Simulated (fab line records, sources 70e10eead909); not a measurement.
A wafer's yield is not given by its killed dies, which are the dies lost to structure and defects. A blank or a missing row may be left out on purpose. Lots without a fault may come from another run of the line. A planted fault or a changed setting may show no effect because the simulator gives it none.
Which tool did it? :: flow nand_harc :: 72 wafers from 24 lots sampled at 3 of the route's 1302 steps

## WHAT THE GAUGES READ, wafer by wafer
NHARC_P_START_INSPECT_01.
lot: L074
measured: day 1 20:02
on: defect_inspect-01
raw_defect_count: 2 4 2

lot: L075
measured: day 2 06:02
on: defect_inspect-02
raw_defect_count: 3 4 5

lot: L076
measured: day 2 16:02
on: defect_inspect-01
raw_defect_count: 7 2 4

lot: L077
measured: day 3 02:02
on: defect_inspect-01
raw_defect_count: 3 5 5

lot: L078
measured: day 3 12:02
on: defect_inspect-02
raw_defect_count: 4 1 2

lot: L079
measured: day 3 22:02
on: defect_inspect-02
raw_defect_count: 2 1 2

lot: L080
measured: day 4 08:02
on: defect_inspect-01
raw_defect_count: 6 5 2

lot: L081
measured: day 4 18:02
on: defect_inspect-02
raw_defect_count: 2 4 16

lot: L082
measured: day 5 04:02
on: defect_inspect-01
raw_defect_count: 3 3 6

lot: L083
measured: day 5 14:02
on: defect_inspect-02
raw_defect_count: 4 6 3

lot: L084
measured: day 6 00:02
on: defect_inspect-02
raw_defect_count: 4 2 5

lot: L085
measured: day 6 10:02
on: defect_inspect-01
raw_defect_count: 1 4 3

lot: L086
measured: day 6 20:02
on: defect_inspect-02
raw_defect_count: 0 3 4

lot: L087
measured: day 7 06:02
on: defect_inspect-02
raw_defect_count: 3 4 1

lot: L088
measured: day 7 16:02
on: defect_inspect-01
raw_defect_count: 3 4 1

lot: L089
measured: day 8 02:03
on: defect_inspect-01
raw_defect_count: 2 5 4

lot: L090
measured: day 8 12:02
on: defect_inspect-02
raw_defect_count: 9 8 2

lot: L091
measured: day 8 22:02
on: defect_inspect-01
raw_defect_count: 4 2 2

lot: L092
measured: day 9 08:02
on: defect_inspect-01
raw_defect_count: 5 2 3

lot: L093
measured: day 9 18:02
on: defect_inspect-02
raw_defect_count: 4 4 3

lot: L094
measured: day 10 04:02
on: defect_inspect-02
raw_defect_count: 5 5 2

lot: L095
measured: day 10 14:02
on: defect_inspect-02
raw_defect_count: 4 5 5

lot: L096
measured: day 11 00:02
on: defect_inspect-02
raw_defect_count: 3 5 4

lot: L097
measured: day 11 10:03
on: defect_inspect-01
raw_defect_count: 3 3 5

NHARC_P_ZERO_WELL_CD_MEAS_52: the cd target is 2000 nm.
lot: L074
measured: day 2 01:56
on: cd_sem-02
cd_nm (nm): 2002.3 2001.3 2001.2

lot: L075
measured: day 2 11:52
on: cd_sem-02
cd_nm (nm): 1999.9 1997.2 2001.0

lot: L076
measured: day 2 21:44
on: cd_sem-01
cd_nm (nm): 1999.1 2000.2 1999.9

lot: L077
measured: day 3 07:46
on: cd_sem-03
cd_nm (nm): 1997.1 1998.2 1997.4

lot: L078
measured: day 3 17:54
on: cd_sem-03
cd_nm (nm): 2000.4 2004.1 1999.1

lot: L079
measured: day 4 03:43
on: cd_sem-02
cd_nm (nm): 2000.7 2000.7 2003.9

lot: L080
measured: day 4 13:32
on: cd_sem-02
cd_nm (nm): 1996.1 1999.8 1994.8

lot: L081
measured: day 5 03:48
on: cd_sem-02
cd_nm (nm): 1999.7 1999.5 2003.1

lot: L082
measured: day 5 09:44
on: cd_sem-01
cd_nm (nm): 2000.0 2001.4 2000.8

lot: L083
measured: day 5 20:19
on: cd_sem-03
cd_nm (nm): 1991.5 1997.2 1991.3

lot: L084
measured: day 6 05:40
on: cd_sem-03
cd_nm (nm): 1999.9 2000.9 2002.3

lot: L085
measured: day 6 15:38
on: cd_sem-03
cd_nm (nm): 1998.0 1999.2 2001.7

lot: L086
measured: day 7 01:40
on: cd_sem-01
cd_nm (nm): 1993.4 1996.8 1995.8

lot: L087
measured: day 7 17:58
on: cd_sem-03
cd_nm (nm): 1998.7 1997.7 1998.1

lot: L088
measured: day 7 21:38
on: cd_sem-03
cd_nm (nm): 1998.7 1996.8 1997.5

lot: L089
measured: day 8 07:53
on: cd_sem-03
cd_nm (nm): 2001.9 1997.8 1997.3

lot: L090
measured: day 8 17:55
on: cd_sem-01
cd_nm (nm): 1999.4 1994.5 1996.3

lot: L091
measured: day 9 03:36
on: cd_sem-03
cd_nm (nm): 1998.6 1998.7 1999.7

lot: L092
measured: day 9 13:51
on: cd_sem-02
cd_nm (nm): 1997.0 1996.2 2000.4

lot: L093
measured: day 9 23:37
on: cd_sem-03
cd_nm (nm): 1999.5 2001.7 2002.3

lot: L094
measured: day 10 09:52
on: cd_sem-01
cd_nm (nm): 2000.7 1997.7 1994.8

lot: L095
measured: day 10 19:43
on: cd_sem-03
cd_nm (nm): 2001.4 1998.7 1999.5

lot: L096
measured: day 11 05:51
on: cd_sem-02
cd_nm (nm): 1996.6 1999.0 1998.9

lot: L097
measured: day 11 15:31
on: cd_sem-03
cd_nm (nm): 1998.8 1996.7 1995.5

## EACH LOT AND THE TOOL THAT RAN IT (in order: tool; ch and the chambers of the sampled wafers; start)
lot: L074
NHARC_P_ZERO_WELL_ETCH_62: rie_diel-11 ch 0,1,3, day 2 01:56 or earlier

lot: L075
NHARC_P_ZERO_WELL_ETCH_62: rie_diel-11 ch 0,1,3, day 2 11:52 or earlier

lot: L076
NHARC_P_ZERO_WELL_ETCH_62: rie_diel-11 ch 2,3, day 2 21:44 or earlier

lot: L077
NHARC_P_ZERO_WELL_ETCH_62: rie_diel-13 ch 1,2,3, day 3 07:46 or earlier

lot: L078
NHARC_P_ZERO_WELL_ETCH_62: rie_diel-11 ch 1,2, day 3 17:54 or earlier

lot: L079
NHARC_P_ZERO_WELL_ETCH_62: rie_diel-09 ch 0,1,3, day 4 03:43 or earlier

lot: L080
NHARC_P_ZERO_WELL_ETCH_62: rie_diel-09 ch 1,2, day 4 13:32 or earlier

lot: L081
NHARC_P_ZERO_WELL_ETCH_62: rie_diel-09 ch 1,2,3, day 5 03:48 or earlier

lot: L082
NHARC_P_ZERO_WELL_ETCH_62: rie_diel-13 ch 1,3, day 5 09:44 or earlier

lot: L083
NHARC_P_ZERO_WELL_ETCH_62: rie_diel-13 ch 1,2, day 5 20:19 or earlier

lot: L084
NHARC_P_ZERO_WELL_ETCH_62: rie_diel-13 ch 1,2,3, day 6 05:40 or earlier

lot: L085
NHARC_P_ZERO_WELL_ETCH_62: rie_diel-13 ch 0,2,3, day 6 15:38 or earlier

lot: L086
NHARC_P_ZERO_WELL_ETCH_62: rie_diel-11 ch 1,2,3, day 7 01:40 or earlier

lot: L087
NHARC_P_ZERO_WELL_ETCH_62: rie_diel-13 ch 0,1,3, day 7 17:58 or earlier

lot: L088
NHARC_P_ZERO_WELL_ETCH_62: rie_diel-09 ch 2,3, day 7 21:38 or earlier

lot: L089
NHARC_P_ZERO_WELL_ETCH_62: rie_diel-09 ch 1,3, day 8 07:53 or earlier

lot: L090
NHARC_P_ZERO_WELL_ETCH_62: rie_diel-09 ch 1,2, day 8 17:55 or earlier

lot: L091
NHARC_P_ZERO_WELL_ETCH_62: rie_diel-13 ch 0,1,3, day 9 03:36 or earlier

lot: L092
NHARC_P_ZERO_WELL_ETCH_62: rie_diel-13 ch 0,3, day 9 13:51 or earlier

lot: L093
NHARC_P_ZERO_WELL_ETCH_62: rie_diel-09 ch 0,1,3, day 9 23:37 or earlier

lot: L094
NHARC_P_ZERO_WELL_ETCH_62: rie_diel-11 ch 0,1,2, day 10 09:52 or earlier

lot: L095
NHARC_P_ZERO_WELL_ETCH_62: rie_diel-11 ch 1,2,3, day 10 19:43 or earlier

lot: L096
NHARC_P_ZERO_WELL_ETCH_62: rie_diel-09 ch 0,2,3, day 11 05:51 or earlier

lot: L097
NHARC_P_ZERO_WELL_ETCH_62: rie_diel-09 ch 1,2,3, day 11 15:31 or earlier
- NHARC_P_ZERO_WELL_ETCH_62: etches the open film in CHF3/Ar, target depth 13 nm, time 6.5 s.

## AS READ BY THE TOOLS THEMSELVES (means over the sampled wafers that have a number; for cases with no such wafer, the mark the record gives instead)
NHARC_P_ZERO_WELL_ETCH_62.
lot: L074
tool: rie_diel-11
drypump_motor_current_A (A): 5.4
oes_product_au (a.u.): 0.950
rf_vpp_V (V): 370.0
showerhead_plenum_p_Torr (Torr): 2.31
throttle_valve_pct (%): 20.221

lot: L075
tool: rie_diel-11
drypump_motor_current_A (A): 5.4
oes_product_au (a.u.): 0.968
rf_vpp_V (V): 370.4
showerhead_plenum_p_Torr (Torr): 2.31
throttle_valve_pct (%): 20.215

lot: L076
tool: rie_diel-11
drypump_motor_current_A (A): 5.9
oes_product_au (a.u.): 0.944
rf_vpp_V (V): 370.7
showerhead_plenum_p_Torr (Torr): 2.33
throttle_valve_pct (%): 20.227

lot: L077
tool: rie_diel-13
drypump_motor_current_A (A): 5.6
oes_product_au (a.u.): 0.958
rf_vpp_V (V): 372.0
showerhead_plenum_p_Torr (Torr): 2.43
throttle_valve_pct (%): 20.222

lot: L078
tool: rie_diel-11
drypump_motor_current_A (A): 6.4
oes_product_au (a.u.): 0.943
rf_vpp_V (V): 371.4
showerhead_plenum_p_Torr (Torr): 2.36
throttle_valve_pct (%): 20.224

lot: L079
tool: rie_diel-09
drypump_motor_current_A (A): 5.5
oes_product_au (a.u.): 0.961
rf_vpp_V (V): 372.4
showerhead_plenum_p_Torr (Torr): 2.39
throttle_valve_pct (%): 20.216

lot: L080
tool: rie_diel-09
drypump_motor_current_A (A): 6.5
oes_product_au (a.u.): 0.973
rf_vpp_V (V): 373.5
showerhead_plenum_p_Torr (Torr): 2.45
throttle_valve_pct (%): 20.222

lot: L081
tool: rie_diel-09
drypump_motor_current_A (A): 6.0
oes_product_au (a.u.): 0.949
rf_vpp_V (V): 371.3
showerhead_plenum_p_Torr (Torr): 2.38
throttle_valve_pct (%): 20.215

lot: L082
tool: rie_diel-13
drypump_motor_current_A (A): 5.2
oes_product_au (a.u.): 0.966
rf_vpp_V (V): 372.0
showerhead_plenum_p_Torr (Torr): 2.44
throttle_valve_pct (%): 20.219

lot: L083
tool: rie_diel-13
drypump_motor_current_A (A): 5.8
oes_product_au (a.u.): 0.937
rf_vpp_V (V): 372.5
showerhead_plenum_p_Torr (Torr): 2.41
throttle_valve_pct (%): 20.226

lot: L084
tool: rie_diel-13
drypump_motor_current_A (A): 5.5
oes_product_au (a.u.): 0.971
rf_vpp_V (V): 372.5
showerhead_plenum_p_Torr (Torr): 2.42
throttle_valve_pct (%): 20.208

lot: L085
tool: rie_diel-13
drypump_motor_current_A (A): 5.7
oes_product_au (a.u.): 0.969
rf_vpp_V (V): 372.8
showerhead_plenum_p_Torr (Torr): 2.41
throttle_valve_pct (%): 20.217

lot: L086
tool: rie_diel-11
drypump_motor_current_A (A): 5.9
oes_product_au (a.u.): 0.956
rf_vpp_V (V): 370.4
showerhead_plenum_p_Torr (Torr): 2.30
throttle_valve_pct (%): 20.225

lot: L087
tool: rie_diel-13
drypump_motor_current_A (A): 5.3
oes_product_au (a.u.): 0.952
rf_vpp_V (V): 372.4
showerhead_plenum_p_Torr (Torr): 2.40
throttle_valve_pct (%): 20.219

lot: L088
tool: rie_diel-09
drypump_motor_current_A (A): 5.5
oes_product_au (a.u.): 0.974
rf_vpp_V (V): 369.8
showerhead_plenum_p_Torr (Torr): 2.30
throttle_valve_pct (%): 20.220

lot: L089
tool: rie_diel-09
drypump_motor_current_A (A): 5.5
oes_product_au (a.u.): 0.971
rf_vpp_V (V): 370.9
showerhead_plenum_p_Torr (Torr): 2.37
throttle_valve_pct (%): 20.210

lot: L090
tool: rie_diel-09
drypump_motor_current_A (A): 6.5
oes_product_au (a.u.): 0.963
rf_vpp_V (V): 373.0
showerhead_plenum_p_Torr (Torr): 2.44
throttle_valve_pct (%): 20.218

lot: L091
tool: rie_diel-13
drypump_motor_current_A (A): 5.3
oes_product_au (a.u.): 0.957
rf_vpp_V (V): 371.6
showerhead_plenum_p_Torr (Torr): 2.40
throttle_valve_pct (%): 20.215

lot: L092
tool: rie_diel-13
drypump_motor_current_A (A): 5.5
oes_product_au (a.u.): 0.964
rf_vpp_V (V): 371.0
showerhead_plenum_p_Torr (Torr): 2.38
throttle_valve_pct (%): 20.219

lot: L093
tool: rie_diel-09
drypump_motor_current_A (A): 5.5
oes_product_au (a.u.): 0.979
rf_vpp_V (V): 371.0
showerhead_plenum_p_Torr (Torr): 2.38
throttle_valve_pct (%): 20.222

lot: L094
tool: rie_diel-11
drypump_motor_current_A (A): 5.9
oes_product_au (a.u.): 0.964
rf_vpp_V (V): 370.6
showerhead_plenum_p_Torr (Torr): 2.34
throttle_valve_pct (%): 20.219

lot: L095
tool: rie_diel-11
drypump_motor_current_A (A): 5.9
oes_product_au (a.u.): 0.950
rf_vpp_V (V): 369.7
showerhead_plenum_p_Torr (Torr): 2.29
throttle_valve_pct (%): 20.217

lot: L096
tool: rie_diel-09
drypump_motor_current_A (A): 5.6
oes_product_au (a.u.): 0.969
rf_vpp_V (V): 369.3
showerhead_plenum_p_Torr (Torr): 2.30
throttle_valve_pct (%): 20.218

lot: L097
tool: rie_diel-09
drypump_motor_current_A (A): 6.0
oes_product_au (a.u.): 0.971
rf_vpp_V (V): 370.6
showerhead_plenum_p_Torr (Torr): 2.36
throttle_valve_pct (%): 20.216

## THE ANSWER, worked out from the rows above alone
Rule: what is usual is taken from the lots themselves. The widest of any qualifying gaps counts: lots, ordered by their means at a reading, are off when they make up no more than a third of the lots, leave a main group of 4 or more, and stand apart from it by 3 or more times the standard deviation of that group's means. A main group whose means are all the same, to the digits that the tables above print for the reading, isn't used. Also off: a lot with no number at a reading for which 4 or more lots have one. All remaining lots with rows at the step are treated as sound. The gauges are gone through in route order, then the tools' own readings, and for those a lot's mean is taken as printed above. At the first step where some lot is off, the reading lying furthest off is the one used; lots without a number count as furthest.
Nothing can be told from this: no lot is off at any reading shown.

## WHAT WAS PUT IN BY THE SIMULATOR
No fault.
